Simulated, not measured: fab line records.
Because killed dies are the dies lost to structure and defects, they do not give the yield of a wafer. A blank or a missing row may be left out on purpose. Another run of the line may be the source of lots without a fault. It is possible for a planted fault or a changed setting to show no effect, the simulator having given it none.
3 desks looking at one fault / flow n5-finfet / each desk holds nothing but its own numbers, with what lay behind them at the end

== DESK OF THE TOOL OWNER: rie-diel-04 ==
The tool's own readings at N5_BEOL_M0_ETCH_138 (etches SiCN in CH3F/O2, target depth 12 nm, time 31.6 s): means of the sampled wafers that have a number, for each lot that ran on this tool. Any lot whose mean is over 4 standard deviations away from the usual mean is out of limits and marked OUT; that distance is given in the brackets.
Columns: A = CH3F_flow_sccm at N5_BEOL_M0_ETCH_138, usual 29.99 sccm; B = drypump-motor-current-A at N5_BEOL_M0_ETCH_138, usual 5.6 A; C = etch-rf-on-time-s at N5_BEOL_M0_ETCH_138, usual 29.1 s; D = oes-product-au at N5_BEOL_M0_ETCH_138, usual 0.69 a.u.; E = rf-vpp-V at N5_BEOL_M0_ETCH_138, usual 297.2 V; F = showerhead-plenum-p-Torr at N5_BEOL_M0_ETCH_138, usual 1.99 Torr; G = throttle-valve-pct at N5_BEOL_M0_ETCH_138, usual 16.36 %
lot=L461; first seen here=day 6 18:22; A=29.99; B=5.7; C=27.2; D=0.72; E=296.8; F=1.99; G=16.35
lot=L475; first seen here=day 10 07:27; A=30.07; B=5.7; C=26.0; D=0.76; E=296.7; F=1.98; G=16.41
lot=L477; first seen here=day 10 17:22; A=29.97; B=5.2; C=24.8; D=0.79; E=296.0; F=1.97; G=16.35
lot=L479; first seen here=day 10 23:40; A=29.94; B=5.2; C=25.2; D=0.79; E=297.1; F=1.97; G=16.36
Result from this desk: across the 4 lots, nothing is out of limits.

== FROM THE METROLOGY DESK ==
Means of the sampled wafers that have a number, per lot and without regard to the tool the lot ran on: this is what the gauges read. Any lot whose mean is over 4 standard deviations away from the usual mean is out of limits and marked OUT; that distance is given in the brackets. Shown here are 7 of its 12 readings, the ones lying furthest out on some lot.
Columns: A = M0_ABLK_OVL at N5_BEOL_M0_CUTY_OVL_MEAS_58, usual 0.3 nm; B = DIBL_P at N5_BEOL_M4_RC_MEAS_101, usual 35.9 mV/V; C = IOFF_P at N5_BEOL_M4_RC_MEAS_101, usual 0.21 nA/um; D = ION_P at N5_BEOL_M4_RC_MEAS_101, usual 462 uA/um; E = SS_N at N5_BEOL_M4_RC_MEAS_101, usual 71.5 mV/dec; F = SS_P at N5_BEOL_M4_RC_MEAS_101, usual 73.2 mV/dec; G = VT_P at N5_BEOL_M4_RC_MEAS_101, usual -251 mV
lot=L461; first seen here=day 6 18:04; A=0.3; B=35.9; C=0.20; D=466; E=71.9; F=72.9; G=-252
lot=L471; first seen here=day 9 08:57; A=0.5; B=34.4; C=0.20; D=449; E=72.1; F=72.8; G=-250
lot=L473; first seen here=day 10 05:42; A=0.5; B=35.1; C=0.19; D=466; E=70.8; F=72.6; G=-251
lot=L475; first seen here=day 10 07:08; A=-0.6; B=36.1; C=0.19; D=465; E=71.2; F=73.2; G=-250
lot=L474; first seen here=day 10 09:41; A=2.0; B=39.5; C=0.27; D=463; E=73.0; F=74.6; G=-246
lot=L477; first seen here=day 10 17:04; A=0.9; B=34.3; C=0.21; D=471; E=71.5; F=73.2; G=-249
lot=L479; first seen here=day 10 22:53; A=0.5; B=37.0; C=0.23; D=464; E=71.8; F=73.6; G=-250
Result from this desk: across the 7 lots, nothing is out of limits.

== THE DEFECT DESK ==
For each lot, the counts of the inspections along the route, averaged over the sampled wafers that have a number. Any lot whose mean is over 4 standard deviations away from the usual mean is out of limits and marked OUT; that distance is given in the brackets.
Columns: A = raw-defect-count at N5_BEOL_M0_CUTY_INSPECT_59, usual 2.1
lot=L461; first seen here=day 6 18:08; A=2.3
lot=L471; first seen here=day 9 09:00; A=2.5
lot=L473; first seen here=day 10 05:46; A=4.0
lot=L475; first seen here=day 10 07:11; A=1.0
lot=L474; first seen here=day 10 09:44; A=1.0
lot=L477; first seen here=day 10 17:07; A=1.3
lot=L479; first seen here=day 10 22:56; A=2.7
Result from this desk: across the 7 lots, nothing is out of limits.

== BROUGHT TOGETHER ==
The tool owner's desk saw nothing out of limits.
From the metrology desk's view, nothing was out of limits.
Nothing out of limits was seen by the defect desk.

== WHAT THE SIMULATOR HAD PUT IN ==
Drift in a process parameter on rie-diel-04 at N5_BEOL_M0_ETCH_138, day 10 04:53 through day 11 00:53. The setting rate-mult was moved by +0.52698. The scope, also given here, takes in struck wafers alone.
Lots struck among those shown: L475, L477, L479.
